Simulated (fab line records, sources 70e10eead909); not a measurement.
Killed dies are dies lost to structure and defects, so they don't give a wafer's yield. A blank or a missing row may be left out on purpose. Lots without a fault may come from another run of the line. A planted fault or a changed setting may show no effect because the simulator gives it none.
fab line records | flow nand_harc | part 1 of 2: steps 1 to 3 of 6
record lots=24 wafers=72 last_day=34
route steps=1302 shown P_GATE@124 P_M1@298
lots that met no fault: from a run of the same line without faults
start_h: hours from the record's first day to the start of the lot's first wafer shown | wait_h: hours since the lot's step before | " the same as in the row above | L1.1+2: a row that stands for several wafers | - no value, or no start given | * or withheld: withheld | < > ~ a bound
route shown NAME@n: a module of which the file shows steps, and the number in the route of the first | usual: mean/standard deviation of fault-free wafers | same: alike in all rows | chamber/n: place in a boat | sites: the reading at each site | _std_site: their standard deviation | _edge_site: outer sites' mean less inner sites' | radius_mm: how far each site lies from the wafer's centre | mask NAME#n: copy n | behind: the tool/chamber that last shaped the wafer | hold: why the lot was held/for how many hours/how that ended | device: the transistor (n, p or np) that didn't switch | end of line: the same wafers' tests at the end of the route | a step without rows: its recipe alone | killed: dies lost to structure and defects at the first sort, not the wafer's yield | map: a wafer's dies, x killed, . not, _ none there
set.NAME: the setting as run; set.NAME@STEP: as run at that earlier step | model.NAME: the simulator's own value behind a step, which no gauge read
steps of the route over a sample of lots; a table a step, a row a wafer
services: from which hour (start_h, from the record's first day; less than 0 if before it) a tool's chamber was out of use, for how many hours, and why
## steps
# step NHARC_P_GATE_DESCUM_13
# recipe time_s=3 o2_flow_sccm=200 ar_flow_sccm=0 bias_power_w=0 chemistry=O2
# usual drypump_motor_current_A=5.9/0.61 oes_product_au=1.007/0.0086 rf_vpp_V=57.6/0.82 showerhead_plenum_p_Torr=1.88/0.064 throttle_valve_pct=11.312/0.0096
# columns lot.wafer tool chamber start_h wait_h drypump_motor_current_A oes_product_au rf_hours_counter_h rf_vpp_V showerhead_plenum_p_Torr throttle_valve_pct
L075.2 rie_diel-03 1 98.25 - 6.6 1.013 7 57.4 2.00 11.307
L075.3 " 2 " " 5.9 1.006 6 58.2 1.83 11.312
L075.4 " 3 " " 5.5 1.004 7 56.8 1.83 11.303
L076.2 rie_diel-03 0 102.99 - 6.1 0.995 8 57.1 1.84 11.316
L076.3 " 1 " " 6.6 0.999 7 58.1 2.00 11.314
L076.6 " 0 " " 6.1 1.002 - 57.7 1.84 11.318
L077.1 rie_diel-07 0 110.59 - 4.9 1.017 11 58.1 1.89 11.310
L077.6 " 1 " " 6.5 1.010 - 58.5 1.91 11.292
L077.5 " 2 " " 6.1 1.004 - 58.1 1.93 11.340
L074.4 rie_diel-03 0 118.42 - 6.2 1.013 0 57.7 1.84 11.311
L074.6 " 3 " " 5.6 1.010 - 57.0 1.83 11.329
L074.5 " 0 " " 6.2 1.011 - 58.8 1.84 11.311
L078.4 rie_diel-01 2 118.58 - 5.5 0.995 7 58.4 1.86 11.295
L078.1 " 3 " " 4.8 1.008 7 57.5 1.94 11.317
L078.6 " 2 " " 5.5 0.995 - 58.8 1.86 11.321
L079.1 rie_diel-07 0 130.15 - 4.8 1.021 1 57.3 1.88 11.320
L079.4 " 1 " " 6.6 0.998 - 56.9 1.90 11.320
L079.5 " 0 " " 4.9 1.012 - 56.7 1.88 11.331
L080.4 rie_diel-01 2 137.61 - 5.5 1.011 7 57.6 1.86 11.314
L080.5 " 2 " " 5.5 1.009 - 58.5 1.86 11.300
L080.6 " 3 " " 4.9 1.004 - 57.5 1.94 11.311
L081.4 rie_diel-01 2 153.79 - 5.5 1.007 8 56.6 1.86 11.304
L081.3 " 3 " " 4.9 1.008 8 57.5 1.94 11.305
L081.6 " 1 " " 6.7 0.996 - 55.9 1.81 11.310
L082.2 rie_diel-01 0 165.41 - 6.1 1.005 8 58.7 1.79 11.295
L082.4 " 1 " " 6.7 1.008 8 57.1 1.81 11.309
L082.5 " 2 " " 5.5 1.000 - 57.2 1.86 11.320
L083.2 rie_diel-01 0 172.56 - 6.1 1.002 9 58.7 1.79 11.304
L083.5 " 2 " " 5.5 0.996 - 57.6 1.86 11.305
L083.6 " 3 " " 4.9 1.010 - 57.2 1.94 11.317
L084.2 rie_diel-01 0 191.98 - 6.1 1.003 10 57.0 1.79 11.293
L084.1 " 1 " " 6.7 0.997 10 56.5 1.81 11.316
L084.5 " 3 " " 4.8 1.001 - 56.3 1.94 11.310
L085.3 rie_diel-01 0 192.16 - 6.1 1.012 10 56.1 1.79 11.321
L085.6 " 1 " " 6.7 0.996 - 56.9 1.81 11.299
L085.5 " 2 " " 5.5 0.990 - 56.3 1.86 11.319
L086.4 rie_diel-03 0 201.69 - 6.1 1.018 4 58.5 1.84 11.325
L086.1 " 3 " " 5.6 1.004 3 57.1 1.83 11.309
L086.6 " 0 " " 6.1 1.014 - 57.4 1.84 11.306
L088.2 rie_diel-07 1 230.06 - 6.5 1.006 3 58.7 1.90 11.317
L088.1 " 2 " " 6.1 1.003 2 59.2 1.93 11.329
L088.3 " 3 " " 5.2 0.996 4 57.2 2.01 11.320
L087.2 rie_diel-03 3 230.25 - 5.6 1.013 5 57.1 1.83 11.306
L087.6 " 1 " " 6.6 1.014 - 59.1 2.00 11.318
L087.5 " 2 " " 5.9 1.027 - 56.9 1.83 11.298
L089.4 rie_diel-03 3 234.33 - 5.6 1.002 5 57.1 1.83 11.297
L089.3 " 0 " " 6.1 1.013 6 57.3 1.84 11.314
L089.2 " 1 " " 6.6 1.004 6 57.0 2.00 11.321
L090.4 rie_diel-01 3 241.47 - 4.8 1.009 2 57.4 1.93 11.318
L090.2 " 0 " " 6.1 1.013 2 58.4 1.79 11.307
L090.1 " 1 " " 6.7 0.994 3 56.9 1.81 11.320
L091.3 rie_diel-07 1 249.31 - 6.5 1.024 5 59.1 1.90 11.307
L091.5 " 1 " " 6.6 1.006 - 57.2 1.90 11.303
L091.4 " 2 " " 6.1 1.002 - 56.9 1.93 11.300
L093.2 rie_diel-03 2 266.89 - 5.9 1.022 7 57.3 1.83 11.307
L093.1 " 3 " " 5.6 1.003 7 58.5 1.83 11.304
L093.5 " 2 " " 5.9 1.006 - 56.1 1.83 11.309
L092.3 rie_diel-07 2 267.05 - 6.2 1.001 4 57.4 1.93 11.288
L092.2 " 0 " " 4.9 1.023 6 58.2 1.88 11.297
L092.5 " 0 " " 4.9 1.016 - 57.5 1.88 11.315
L094.4 rie_diel-03 0 279.85 - 6.1 1.016 9 56.7 1.84 11.305
L094.3 " 1 " " 6.6 1.019 9 57.0 2.00 11.333
L094.6 " 2 " " 5.9 1.014 - 57.6 1.83 11.315
L095.4 rie_diel-03 2 293.12 - 5.9 1.021 0 56.3 1.83 11.311
L095.6 " 2 " " 5.9 1.023 - 58.4 1.83 11.305
L095.5 " 3 " " 5.6 1.026 - 56.4 1.83 11.298
L096.4 rie_diel-01 0 297.81 - 6.1 1.010 7 56.6 1.79 11.305
L096.3 " 1 " " 6.7 1.008 7 57.1 1.81 11.329
L096.6 " 1 " " 6.7 1.004 - 56.0 1.81 11.319
L097.1 rie_diel-01 0 309.61 - 6.1 1.006 8 58.4 1.79 11.319
L097.4 " 1 " " 6.7 1.000 7 56.1 1.81 11.299
L097.6 " 3 " " 4.8 1.006 - 57.7 1.93 11.324
# step NHARC_P_GATE_DESCUM_48
# recipe time_s=3 o2_flow_sccm=200 ar_flow_sccm=0 bias_power_w=0 chemistry=O2
# usual drypump_motor_current_A=5.8/0.66 oes_product_au=1.006/0.0094 rf_vpp_V=57.6/0.96 showerhead_plenum_p_Torr=1.88/0.067 throttle_valve_pct=11.310/0.0092
# columns lot.wafer tool chamber start_h wait_h drypump_motor_current_A oes_product_au rf_hours_counter_h rf_vpp_V showerhead_plenum_p_Torr throttle_valve_pct
L075.4 rie_diel-01 1 125.14 - 6.7 0.990 6.4 57.6 1.81 11.290
L075.3 " 3 " " 4.8 0.991 6.9 58.6 1.94 11.308
L075.2 " 0 " " 6.1 1.007 5.9 57.1 1.79 11.306
L076.3 rie_diel-07 0 138.00 - 4.9 1.022 1.1 58.4 1.88 11.292
L076.2 " 1 " " 6.6 1.004 1.1 56.5 1.90 11.295
L076.6 " 1 " " 6.6 1.003 - 59.8 1.90 11.299
L077.1 rie_diel-01 1 143.24 - 6.7 0.992 6.7 58.8 1.81 11.298
L077.6 " 0 " " 6.2 1.005 - 56.3 1.79 11.306
L077.5 " 1 " " 6.7 0.983 - 57.2 1.81 11.305
L074.4 rie_diel-07 0 144.96 - 4.9 1.027 1.2 57.4 1.88 11.303
L074.6 " 0 " " 4.9 1.029 - 57.0 1.88 11.316
L074.5 " 1 " " 6.5 0.999 - 57.9 1.90 11.316
L078.4 rie_diel-07 3 149.58 - 5.2 1.007 2.2 58.2 2.01 11.320
L078.1 " 0 " " 4.9 1.035 2.2 57.8 1.88 11.315
L078.6 " 3 " " 5.3 1.003 - 58.0 2.01 11.299
L079.4 rie_diel-01 3 157.98 - 4.8 0.999 8.8 59.0 1.94 11.314
L079.1 " 0 " " 6.2 1.002 7.8 56.5 1.79 11.312
L079.5 " 2 " " 5.5 1.006 - 57.7 1.86 11.292
L080.4 rie_diel-01 3 170.12 - 4.8 1.013 9.6 61.0 1.94 11.321
L080.6 " 0 " " 6.1 1.013 - 58.3 1.79 11.312
L080.5 " 1 " " 6.7 0.996 - 56.2 1.81 11.319
L081.4 rie_diel-07 0 179.63 - 4.9 1.010 3.2 58.5 1.88 11.318
L081.3 " 2 " " 6.1 1.001 1.4 56.9 1.93 11.319
L081.6 " 0 " " 4.9 1.022 - 57.1 1.88 11.329
L082.2 rie_diel-03 2 193.98 - 5.9 1.003 2.7 56.7 1.83 11.302
L082.4 " 1 " " 6.6 0.999 3.2 57.5 2.00 11.307
L082.5 " 3 " " 5.6 0.999 - 57.7 1.83 11.299
L083.2 rie_diel-01 0 198.43 - 6.1 1.010 10.5 57.0 1.79 11.314
L083.6 " 3 " " 4.8 1.006 - 57.3 1.94 11.318
L083.5 " 0 " " 6.2 0.998 - 58.1 1.79 11.302
L085.3 rie_diel-07 1 218.85 - 6.5 1.010 3.2 56.4 1.90 11.299
L085.6 " 0 " " 4.9 1.011 - 56.0 1.88 11.307
L085.5 " 1 " " 6.5 1.009 - 58.4 1.90 11.311
L084.1 rie_diel-07 2 221.84 - 6.1 1.010 1.9 59.6 1.93 11.310
L084.2 " 1 " " 6.5 1.027 3.3 57.3 1.90 11.313
L084.5 " 3 " " 5.2 1.006 - 56.9 2.01 11.325
L086.4 rie_diel-03 2 229.47 - 5.9 1.015 4.7 56.3 1.83 11.308
L086.1 " 0 " " 6.1 1.012 6.2 57.8 1.84 11.296
L086.6 " 2 " " 5.9 1.027 - 57.5 1.83 11.303
L087.2 rie_diel-01 2 257.70 - 5.5 1.002 4.0 59.2 1.86 11.308
L087.5 " 0 " " 6.1 1.004 - 56.7 1.79 11.291
L087.6 " 1 " " 6.7 0.991 - 56.1 1.81 11.314
L088.2 rie_diel-01 0 258.35 - 6.2 1.001 4.8 57.9 1.79 11.304
L088.1 " 2 " " 5.5 0.995 4.0 58.1 1.86 11.297
L088.3 " 3 " " 4.8 1.001 4.0 57.5 1.93 11.310
L089.2 rie_diel-01 1 272.66 - 6.7 1.010 4.9 57.5 1.81 11.311
L089.3 " 2 " " 5.5 1.007 4.1 59.0 1.86 11.294
L089.4 " 3 " " 4.8 1.010 4.0 56.9 1.93 11.313
L090.4 rie_diel-03 3 274.98 - 5.6 1.003 7.8 58.4 1.83 11.312
L090.1 " 0 " " 6.1 1.008 8.8 58.3 1.84 11.307
L090.2 " 2 " " 5.9 1.007 7.8 57.9 1.83 11.308
L091.3 rie_diel-03 0 281.25 - 6.1 1.020 9.1 57.6 1.84 11.306
L091.4 " 1 " " 6.6 1.018 9.1 57.6 1.99 11.329
L091.5 " 1 " " 6.6 1.011 - 58.2 2.00 11.300
L093.1 rie_diel-01 1 293.22 - 6.7 1.004 6.6 58.0 1.81 11.308
L093.2 " 3 " " 4.8 1.011 5.8 58.0 1.93 11.301
L093.5 " 1 " " 6.7 1.007 - 55.8 1.81 11.311
L092.2 rie_diel-01 2 295.85 - 5.5 1.006 5.4 56.8 1.86 11.321
L092.3 " 3 " " 4.8 1.010 5.8 58.4 1.93 11.304
L092.5 " 0 " " 6.2 1.014 - 57.9 1.79 11.317
L094.4 rie_diel-07 1 306.49 - 6.5 1.014 0 57.0 1.90 11.323
L094.3 " 3 " " 5.2 0.998 0 58.0 2.01 11.321
L094.6 " 2 " " 6.1 0.993 - 58.9 1.93 11.312
L095.4 rie_diel-07 0 322.82 - 4.9 1.022 1.3 57.7 1.88 11.302
L095.6 " 3 " " 5.2 0.995 - 58.2 2.01 11.330
L095.5 " 0 " " 4.9 1.018 - 58.6 1.88 11.331
L096.4 rie_diel-07 3 326.93 - 5.2 1.008 1.6 57.5 2.01 11.317
L096.3 " 0 " " 4.9 1.021 1.8 58.2 1.88 11.299
L096.6 " 1 " " 6.5 1.023 - 56.4 1.90 11.315
L097.4 rie_diel-07 0 338.11 - 4.9 1.019 2.7 58.9 1.88 11.296
L097.1 " 2 " " 6.1 1.007 2.7 56.0 1.93 11.316
L097.6 " 0 " " 4.9 1.025 - 58.1 1.88 11.314
# step NHARC_P_GATE_STRIP_75
# recipe power_w=1500 temp_c=250 chemistry=O2
# usual drypump_motor_current_A=5.8/0.44 heater_power_w=335/14
# columns lot.wafer tool chamber start_h wait_h drypump_motor_current_A heater_power_w rf_hours_counter_h
L075.2 plasma_asher-02 0 125.81 0.3 5.7 363 7
L075.3 " 0 " " 5.7 348 -
L075.4 " 1 " " 5.1 341 -
L076.2 plasma_asher-01 1 138.67 0.3 6.2 336 28
L076.3 " 1 " " 6.3 341 -
L076.6 " 1 " " 6.2 334 -
L077.1 plasma_asher-02 1 143.92 0.2 5.0 343 10
L077.6 " 0 " " 5.7 353 -
L077.5 " 1 " " 5.1 339 -
L074.4 plasma_asher-01 1 145.65 0.2 6.2 335 -
L074.5 " 1 " " 6.3 338 -
L074.6 " 0 " " 6.0 331 -
L078.1 plasma_asher-02 1 150.35 0.2 5.1 343 14
L078.4 " 0 " " 5.7 358 -
L078.6 " 1 " " 5.1 334 -
L079.1 plasma_asher-02 1 158.65 0.2 5.1 343 16
L079.4 " 0 " " 5.7 351 -
L079.5 " 1 " " 5.1 339 -
L080.4 plasma_asher-02 0 170.77 0.2 5.7 346 -
L080.6 " 0 " " 5.7 352 -
L080.5 " 1 " " 5.1 344 -
L081.4 plasma_asher-01 0 180.31 0.2 6.0 328 -
L081.3 " 1 " " 6.3 334 -
L081.6 " 1 " " 6.2 326 -
L082.2 plasma_asher-01 1 194.66 0.2 6.2 332 4
L082.4 " 1 " " 6.3 340 -
L082.5 " 1 " " 6.2 334 -
L083.2 plasma_asher-01 0 199.09 0.2 6.0 312 5
L083.5 " 0 " " 6.0 326 -
L083.6 " 1 " " 6.3 329 -
L085.3 plasma_asher-01 1 219.53 0.2 6.3 336 -
L085.6 " 1 " " 6.3 330 -
L085.5 " 0 " " 6.0 322 -
L084.1 plasma_asher-02 0 222.51 0.3 5.7 349 28
L084.2 " 1 " " 5.1 338 28
L084.5 " 0 " " 5.7 349 -
L086.1 plasma_asher-01 0 230.13 0.3 6.0 318 10
L086.4 " 0 " " 6.0 316 -
L086.6 " 0 " " 6.0 312 -
L087.2 plasma_asher-02 0 260.27 0.2 5.7 359 1
L087.5 " 1 " " 5.0 335 -
L087.6 " 0 " " 5.7 364 -
L088.1 plasma_asher-01 0 260.71 0.3 6.0 311 17
L088.2 " 1 " " 6.2 331 17
L088.3 " 0 " " 6.0 318 -
L089.2 plasma_asher-01 0 273.34 0.2 6.0 320 19
L089.4 " 1 " " 6.2 334 -
L089.3 " 0 " " 6.0 317 -
L090.2 plasma_asher-02 0 275.65 0.2 5.7 352 5
L090.1 " 1 " " 5.1 329 5
L090.4 " 0 " " 5.7 356 -
L091.4 plasma_asher-01 0 281.94 0.2 6.0 317 -
L091.3 " 1 " " 6.3 327 -
L091.5 " 1 " " 6.3 329 -
L093.2 plasma_asher-01 1 293.87 0.2 6.3 339 23
L093.1 " 0 " " 6.0 304 23
L093.5 " 0 " " 6.0 316 -
L092.2 plasma_asher-01 1 296.54 0.2 6.3 333 24
L092.3 " 0 " " 6.0 314 -
L092.5 " 1 " " 6.2 328 -
L094.4 plasma_asher-02 0 307.19 0.2 5.7 347 -
L094.3 " 1 " " 5.1 343 -
L094.6 " 1 " " 5.1 340 -
L095.4 plasma_asher-02 1 323.51 0.2 5.1 336 -
L095.6 " 1 " " 5.0 329 -
L095.5 " 0 " " 5.7 349 -
L096.4 plasma_asher-01 0 327.59 0.2 6.0 312 -
L096.3 " 1 " " 6.3 328 -
L096.6 " 0 " " 6.0 311 -
L097.1 plasma_asher-02 0 338.78 0.3 5.7 355 19
L097.4 " 1 " " 5.1 335 -
L097.6 " 1 " " 5.1 338 -
